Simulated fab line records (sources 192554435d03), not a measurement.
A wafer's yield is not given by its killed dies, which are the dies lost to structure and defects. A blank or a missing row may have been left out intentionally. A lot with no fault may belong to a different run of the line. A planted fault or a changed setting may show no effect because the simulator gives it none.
8D (eight disciplines) problem report, filled in by code | flow n5 finfet | the parts of the form that need people (team, actions taken, sign-off) are left out

== 1. WHAT IS WRONG ==
At N5_BEOL_M0_SAQP_EXPOSE_37, exposure dose mJ cm2 averages 45.53 over 12 wafers from 4 lots, while fault-free wafers read 44.72, standard deviation 0.041. That puts it +20 standard deviations away from the usual mean.
The step: exposes mask M0 CUT1, target cd 30 nm.
Earliest sighting: wafer L930.2 on euv scanner-01 at day 8 17:40. The record holds 32 wafers of 11 lots with a number at this step. The rule behind "out" and "out of limits": a value lying over 4 standard deviations away from the usual mean. All remaining wafers that have a number are taken as sound.

== 2. WHAT IT IS, AND WHAT IT ISN'T ==
question                    | is                     | is not
which readings at this step | exposure dose mJ cm2   | -
which lots                  | L930, L933, L934, L935 | L919, L923, L924, L926, L932, L938, L941
which wafers of those lots  | all that have a number | -
read on which tools         | euv scanner-01         | euv scanner-02
when                        | from day 8 17:40       | up to then (11 sound wafers); but 9 sound wafers of L932, L938, L941 came after

== 3. THE SUSPECTS, EACH WITH WHAT RULES IT OUT ==
Counting: any tool at a process step up to the reading is kept as a suspect provided that every lot that is out went through it and no sound lot did after the first of them.
- euv scanner-01 at N5_BEOL_M0_SAQP_EXPOSE_37 (exposes mask M0 CUT1, target cd 30 nm): kept. All lots that are out passed through it, beginning with L930 at day 8 17:40, and no sound lot followed; its final sound lot before that point was L926 at day 7 12:32. Out on those wafers are its own readings of exposure dose mJ cm2.
After counting, what remains is euv scanner-01 at N5_BEOL_M0_SAQP_EXPOSE_37.

== 4. THE CAUSE (what the simulator had put in) ==
Process parameter drift: euv scanner-01, from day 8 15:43 on, at N5_BEOL_M0_SAQP_EXPOSE_37. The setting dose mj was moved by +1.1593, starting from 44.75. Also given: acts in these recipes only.
This tool alone remained once counting was done.

== 5. THE CHAIN OF EFFECTS, in route order ==
Each row: a reading whose mean over the struck wafers that have a number lies more than 3 standard deviations from the usual. Only readings for which the record gives a usual standard deviation are gone through. hours: the time from each lot's start at the first step in this table that gives one to its start at this step, as a median over the lots. sigmas: the change in usual standard deviations.
hours | step                      | reading              | usual | on struck wafers | change | sigmas
0     | N5_BEOL_M0_SAQP_EXPOSE_37 | exposure dose mJ cm2 | 44.72 | 45.53            | +0.81  | +20
Its process steps:
- N5_BEOL_M0_SAQP_EXPOSE_37: exposes mask M0 CUT1, target cd 30 nm.

== 6. HOW IT WOULD HAVE BEEN CAUGHT EARLIER ==
In this record the first reading out of limits was taken at day 8 17:40, 2 hours after the fault began at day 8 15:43.
